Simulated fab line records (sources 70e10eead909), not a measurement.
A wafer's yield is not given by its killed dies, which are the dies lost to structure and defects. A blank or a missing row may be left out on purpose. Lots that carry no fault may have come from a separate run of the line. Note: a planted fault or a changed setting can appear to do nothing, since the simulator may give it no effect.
Matching of chambers -- flow nand harc -- 4 sister chambers for NHARC_A_SGD_CUT_ETCHBACK_24 on rie diel-06
The step etches the open film in CH3F/O2, target depth 50 nm, time 92.857 s. 8 wafers are shown with their chamber, then 7 later ones without.

## WAFERS, EACH WITH ITS CHAMBER
wafer,chamber,showerhead plenum p Torr (Torr),rf vpp V (V)
L075.5,0,2.55,243.4
L077.1,1,2.34,244.8
L079.1,1,2.34,242.2
L079.3,0,2.55,246.0
L084.2,3,2.54,245.3
L084.6,2,2.57,246.3
L090.1,3,2.53,245.3
L090.2,2,2.57,246.7

## WAFERS MISSING THEIR CHAMBER
wafer,showerhead plenum p Torr (Torr),rf vpp V (V)
L090.4,2.55,245.7
L094.1,2.57,244.5
L094.2,2.55,244.7
L094.6,2.55,245.1
L095.3,2.57,245.0
L095.5,2.53,245.5
L095.6,2.55,245.3

## WHICH CHAMBER EACH WENT THROUGH
wafer,from the rows above,in truth
L090.4,0,0
L094.1,2,2
L094.2,0,0
L094.6,0,0
L095.3,2,2
L095.5,3,3
L095.6,0,0
7 of 7 placed correctly. Number that these rows cannot place: 0. Placed wrongly: 0.
How it was worked out, from the rows above alone: a wafer's distance from a chamber is the root of the sum, over the readings, of the square of ((its reading less the chamber's mean) divided by the reading's scatter). If the next closest chamber is less than 2 further off than the closest, the wafer can't be placed; otherwise it belongs to the closest. For every chamber, the mean is computed from those of its wafers that are shown. The scatter is the square root of a quotient: the sum, over the shown wafers, of each reading's squared deviation from its chamber's mean, divided by wafers minus chambers.
